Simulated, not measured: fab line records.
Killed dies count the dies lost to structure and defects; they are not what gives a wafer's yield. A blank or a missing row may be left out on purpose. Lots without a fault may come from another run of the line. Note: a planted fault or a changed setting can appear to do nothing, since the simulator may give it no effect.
The tool behind it: which one? -- flow n5-finfet -- 11 lots with 33 wafers sampled at 6 steps, on a route of 1938 steps

== WHAT THE GAUGES SHOWED, per wafer ==
N5_BEOL_M12_INSPECT_55: inspects for defects (darkfield).
lot,measured,on,raw-defect-count
L075,day 11 05:43,defect-inspect-02,35 69 54
L077,day 12 13:47,defect-inspect-01,70 87 78
L079,day 12 04:52,defect-inspect-01,114 74 111
L078,day 12 16:08,defect-inspect-02,64 134 75
L083,day 13 05:05,defect-inspect-02,80 92 69
L085,day 14 02:13,defect-inspect-01,90 115 69
L086,day 14 14:14,defect-inspect-02,51 55 79
L090,day 14 18:08,defect-inspect-02,72 62 96
L093,day 15 03:38,defect-inspect-02,79 88 77
L094,day 15 23:31,defect-inspect-01,94 55 46
L095,day 17 01:38,defect-inspect-01,89 53 73

== WHICH TOOL RAN EACH LOT (tool, then ch and the chambers of the sampled wafers, then the start) ==
lot,N5_BEOL_M11_DESCUM_33,N5_BEOL_M11_TRENCH_ETCH_37,N5_BEOL_M11_PRE_CLEAN_45,N5_BEOL_M11_ALD_74,N5_BEOL_M12_ETCH_67
L075,"rie-diel-02 ch 0,1,2, day 10 20:36","rie-diel-02 ch 0,1,2, day 10 21:43 or earlier","pvd-sputter-02, day 10 21:43","ald-metal-04 ch 0,1,3, day 10 21:50","rie-diel-05 ch 0,1,2, day 11 01:39"
L077,"rie-diel-02 ch 0,2,3, day 11 19:37","rie-diel-02 ch 0,2,3, day 11 20:59 or earlier","pvd-sputter-02, day 11 20:59","ald-metal-01 ch 1,2, day 11 21:11","rie-diel-06 ch 1,2, day 12 00:51"
L079,"rie-diel-01 ch 0,1,3, day 11 20:05","rie-diel-01 ch 0,1,3, day 11 21:43 or earlier","pvd-sputter-03, day 11 21:43","ald-metal-04 ch 0,1,2, day 11 21:47","rie-diel-04 ch 0,1,3, day 12 02:15"
L078,"rie-diel-03 ch 1,2,3, day 12 02:30","rie-diel-03 ch 1,2,3, day 12 03:35 or earlier","pvd-sputter-03, day 12 03:35","ald-metal-01 ch 1,2, day 12 03:41","rie-diel-05 ch 0,1,2, day 12 09:01"
L083,"rie-diel-02 ch 0,1,2, day 12 18:07","rie-diel-02 ch 0,1,2, day 12 19:31 or earlier","pvd-sputter-03, day 12 19:31","ald-metal-01 ch 0,2, day 12 19:34","rie-diel-05 ch 0,1,3, day 12 23:07"
L085,"rie-diel-03 ch 0,1,2, day 13 17:15","rie-diel-03 ch 0,1,2, day 13 18:19 or earlier","pvd-sputter-03, day 13 18:19","ald-metal-04 ch 1,2,3, day 13 18:23","rie-diel-04 ch 0,2,3, day 13 22:14"
L086,"rie-diel-03 ch 0,2,3, day 14 03:58","rie-diel-03 ch 0,2,3, day 14 07:07 or earlier","pvd-sputter-02, day 14 07:07","ald-metal-04 ch 0,1,2, day 14 07:11","rie-diel-06 ch 1,2,3, day 14 10:36"
L090,"rie-diel-02 ch 0,3, day 14 09:45","rie-diel-02 ch 0,3, day 14 12:08 or earlier","pvd-sputter-03, day 14 12:08","ald-metal-03 ch 2,3, day 14 12:11","rie-diel-05 ch 0,2, day 14 15:21"
L093,"rie-diel-02 ch 0,2,3, day 14 17:04","rie-diel-02 ch 0,2,3, day 14 18:16 or earlier","pvd-sputter-02, day 14 18:16","ald-metal-04 ch 1,3, day 14 18:19","rie-diel-06 ch 0,3, day 15 00:04"
L094,"rie-diel-02 ch 2,3, day 15 15:44","rie-diel-02 ch 2,3, day 15 16:56 or earlier","pvd-sputter-01, day 15 16:56","ald-metal-04 ch 0,1, day 15 16:59","rie-diel-06 ch 0,1,2, day 15 20:19"
L095,"rie-diel-03 ch 1,2,3, day 16 14:19","rie-diel-03 ch 1,2,3, day 16 15:41 or earlier","pvd-sputter-01, day 16 15:41","ald-metal-03 ch 1,2,3, day 16 15:45","rie-diel-06 ch 0,3, day 16 20:31"
- N5_BEOL_M11_DESCUM_33: chemistry O2, time 7.9 s.
- N5_BEOL_M11_TRENCH_ETCH_37: etches SiCOH lowk in C4F6/O2, target depth 148.83 nm, time 48 s.
- N5_BEOL_M11_PRE_CLEAN_45: time 30 s.
- N5_BEOL_M11_ALD_74: deposits TaN, target thk 2 nm, pulse time 2 s, purge time 3 s.
- N5_BEOL_M12_ETCH_67: etches SiARC in CF4, target depth 143 nm, time 238.3 s.

== THE ANSWER, worked out from the rows above alone ==
Rule: what is usual is taken from the lots themselves. Put in order of their means at a reading, lots are off if they are a third of the lots or fewer, leave a main group of 4 or more, and stand apart from it by a gap of 3 or more times the standard deviation of the main group's means; of several such gaps the widest counts. If all means in a main group match to the digits the tables above print for the reading, that group is not used. Also off: a lot with no number at a reading for which 4 or more lots have one. The other lots that the step has rows for count as sound.
No lot is off at any reading shown: from this, nothing can be told.

== WHAT THE SIMULATOR PUT IN ==
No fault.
